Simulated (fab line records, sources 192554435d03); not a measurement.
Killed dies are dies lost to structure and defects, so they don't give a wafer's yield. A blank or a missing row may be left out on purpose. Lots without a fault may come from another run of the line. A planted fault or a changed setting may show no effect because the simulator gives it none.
Split-lot experiment | flow n5_finfet | 7 lots, 21 wafers read, on a route of 1938 steps

THE SPLIT
At N5_BEOL_M6_TRENCH_ETCH_37 (etches SiCOH lowk in C4F6/O2, target depth 94.435 nm, time 31.5 s), the setting time_s was moved away from the recipe's 31.5 s on 12 of the 21 wafers read, by +5.9% to +17.6%. The other wafers ran this setting at the recipe's value.

FROM THE SPLIT TO THE READING: what the file shows between them, 11 steps
- N5_BEOL_M6_ETCH_41: etches SiCN in CH3F/O2, target depth 29.7 nm, time 52 s
- N5_BEOL_M6_STRIP_80: strips in N2/H2, time 10 s
- N5_BEOL_M6_OCD_MEAS_38
- N5_BEOL_M6_HM_STRIP_39: strips TiN in peroxide tin strip, target depth 25 nm, time 158 s
- N5_BEOL_M6_SRD_40: time 30 s
- N5_BEOL_M6_ECD_50: material Cu, target thk 300 nm
- N5_BEOL_M6_ANNEAL_51: time 90 s
- N5_BEOL_M6_CMP_52: polishes, stops on SiCOH lowk, t overpolish 6.9 s, target thk 80 nm
- N5_BEOL_M6_THK_MEAS_53: measures by xrf
- N5_BEOL_M6_PRE_CLEAN_55: time 15 s
- N5_BEOL_M6_DEP_56: deposits SiCN from 3MS/NH3, target thk 10 nm, time 17.5 s

THE READING
M6_RS, in ohm/sq, at N5_BEOL_M6_RS_MEAS_57 (measures by four-point-probe). Fault-free wafers of this fab line usually give 0.288 ohm/sq, standard deviation 0.0082 ohm/sq.

wafer  | tool, chamber at the split | time_s as run, s | against the recipe | M6_RS, ohm/sq | against lot-mates on the recipe
L076.1 | rie_diel-02, 2             | 36.36            | +15.4%             | 0.243         | -0.053
L076.2 | rie_diel-02, 1             | 36.36            | +15.4%             | 0.235         | -0.061
L076.5 | rie_diel-02, 2             | 31.5             | recipe             | 0.296         | -
L077.4 | rie_diel-05, 2             | 31.5             | recipe             | 0.282         | -
L077.5 | rie_diel-05, 2             | 34.6             | +9.8%              | 0.253         | -0.029
L077.6 | rie_diel-05, 3             | 34.6             | +9.8%              | 0.259         | -0.023
L082.1 | rie_diel-05, 2             | 34.14            | +8.4%              | 0.252         | no lot-mate on the recipe
L082.2 | rie_diel-05, 0             | 34.14            | +8.4%              | 0.244         | no lot-mate on the recipe
L082.5 | rie_diel-05, 2             | 34.14            | +8.4%              | 0.254         | no lot-mate on the recipe
L084.2 | rie_diel-02, 3             | 31.5             | recipe             | 0.293         | -
L084.5 | rie_diel-02, 0             | 31.5             | recipe             | 0.277         | -
L084.6 | rie_diel-02, 3             | 31.5             | recipe             | 0.282         | -
L089.1 | rie_diel-06, 2             | 37.05            | +17.6%             | 0.232         | -0.048
L089.4 | rie_diel-06, 3             | 31.5             | recipe             | 0.276         | -
L089.6 | rie_diel-06, 3             | 31.5             | recipe             | 0.284         | -
L093.2 | rie_diel-06, 1             | 33.36            | +5.9%              | 0.255         | -0.029
L093.4 | rie_diel-06, 0             | 33.36            | +5.9%              | 0.265         | -0.019
L093.5 | rie_diel-06, 3             | 31.5             | recipe             | 0.284         | -
L094.1 | rie_diel-06, 2             | 31.5             | recipe             | 0.299         | -
L094.2 | rie_diel-06, 0             | 35.78            | +13.6%             | 0.254         | -0.045
L094.4 | rie_diel-06, 1             | 35.78            | +13.6%             | 0.241         | -0.058

THE FIT
A straight line over all 21 wafers: M6_RS changes by -0.00306 ohm/sq for each +1% of time_s; r = -0.93; the points scatter about the line by 0.0078 ohm/sq.
The same after taking each lot's own level away (the mean of its wafers on the recipe; 18 wafers): -0.00336 ohm/sq for each +1%; r = -0.96; scatter 0.0068 ohm/sq.
On that fit, the largest move of time_s shifts the reading by 0.059 ohm/sq.
The lots' own levels span 0.2800 to 0.2990 ohm/sq, that is 2.3 times the standard deviation above.
So the lot-to-lot level changes the slope little: the two slopes agree.
Check: with one of the wafers moved furthest among these (+17.6%) left out of the fit, the line predicts -0.0629 ohm/sq for it against its lot-mates. It came out at -0.048 ohm/sq against them.

THE WHOLE CHAIN: every reading that the file lists as answering this split, in the file's order
step                      | what it does                                                        | reading                                                                      | change (the file's fit)               | r (the file's)
N5_BEOL_M6_TRENCH_ETCH_37 | etches SiCOH lowk in C4F6/O2, target depth 94.435 nm, time 31.5 s   | BEOL_M6.feature_depth_nm (the simulator's own value, which no gauge read)    | +0.923 nm for each +1% of the setting | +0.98
N5_BEOL_M6_TRENCH_ETCH_37 | etches SiCOH lowk in C4F6/O2, target depth 94.435 nm, time 31.5 s   | etch.depth_nm (the simulator's own value, which no gauge read)               | +0.922 nm for each +1% of the setting | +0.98
N5_BEOL_M6_OCD_MEAS_38    |                                                                     | trench_depth_nm                                                              | +0.925 nm for each +1% of the setting | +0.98
N5_BEOL_M6_CMP_52         | polishes, stops on SiCOH lowk, t overpolish 6.9 s, target thk 80 nm | Cu_of_BEOL_M6_ECD_50.thk_nm (the simulator's own value, which no gauge read) | +0.91 nm for each +1% of the setting  | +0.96
N5_BEOL_M6_THK_MEAS_53    | measures by xrf                                                     | M6_THK                                                                       | +0.884 for each +1% of the setting    | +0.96
N5_BEOL_M6_RS_MEAS_57     | measures by four-point-probe                                        | M6_RS                                                                        | -0.00327 for each +1% of the setting  | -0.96

THE FILE'S OWN FIT
M6_RS changes by -0.00327 ohm/sq for each +1% of time_s, r = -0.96.
